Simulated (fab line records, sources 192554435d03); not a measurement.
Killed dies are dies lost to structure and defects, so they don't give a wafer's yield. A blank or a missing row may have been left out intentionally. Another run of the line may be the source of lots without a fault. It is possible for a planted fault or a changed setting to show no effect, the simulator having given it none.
Chamber matching | flow n5 finfet | ald sin-02 running N5_FIN_SAQP_SPACER2_ALD_28: 4 sister chambers
The step deposits SiO2, target thk 8.1 nm, pulse time 1 s, purge time 2 s. 8 wafers are shown with their chamber, then 10 later ones without.

== EACH WAFER AND ITS CHAMBER ==
wafer  | chamber | heater power outer w (W) | heater power w (W)
L077.5 | 0       | 238                      | 426
L077.6 | 3       | 246                      | 419
L079.3 | 1       | 274                      | 478
L079.4 | 0       | 240                      | 417
L083.5 | 2       | 283                      | 483
L083.6 | 3       | 246                      | 417
L087.1 | 2       | 281                      | 493
L087.4 | 1       | 279                      | 491

== WAFERS WITH NO CHAMBER GIVEN ==
wafer  | heater power outer w (W) | heater power w (W)
L087.5 | 278                      | 484
L090.1 | 273                      | 486
L090.2 | 242                      | 422
L090.5 | 242                      | 416
L091.2 | 287                      | 491
L091.3 | 244                      | 409
L091.6 | 270                      | 478
L097.1 | 274                      | 488
L097.3 | 242                      | 430
L097.5 | 273                      | 478

== WHICH CHAMBER EACH ONE RAN IN ==
wafer  | from the rows above     | in truth
L087.5 | can't be placed: 1 or 2 | 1
L090.1 | 1                       | 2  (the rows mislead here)
L090.2 | can't be placed: 0 or 3 | 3
L090.5 | can't be placed: 0 or 3 | 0
L091.2 | 2                       | 2
L091.3 | can't be placed: 3 or 0 | 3
L091.6 | 1                       | 1
L097.1 | 1                       | 1
L097.3 | can't be placed: 0 or 3 | 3
L097.5 | 1                       | 1
Correctly placed: 4 of 10. From these rows, 5 cannot be placed; in 5 the true chamber is one of the candidates. Number placed wrongly: 1.
How it was worked out, from the rows above alone: a wafer's distance from a chamber is the root of the sum, over the readings, of the square of ((its reading less the chamber's mean) divided by the reading's scatter). The wafer belongs to the nearest chamber; if the next one is less than 2 further off, it can't be placed. For every chamber, the mean is computed from those of its wafers that are shown. The scatter: the root of (the sum of the squares of (reading less its chamber's mean) over the shown wafers, divided by (wafers less chambers)).
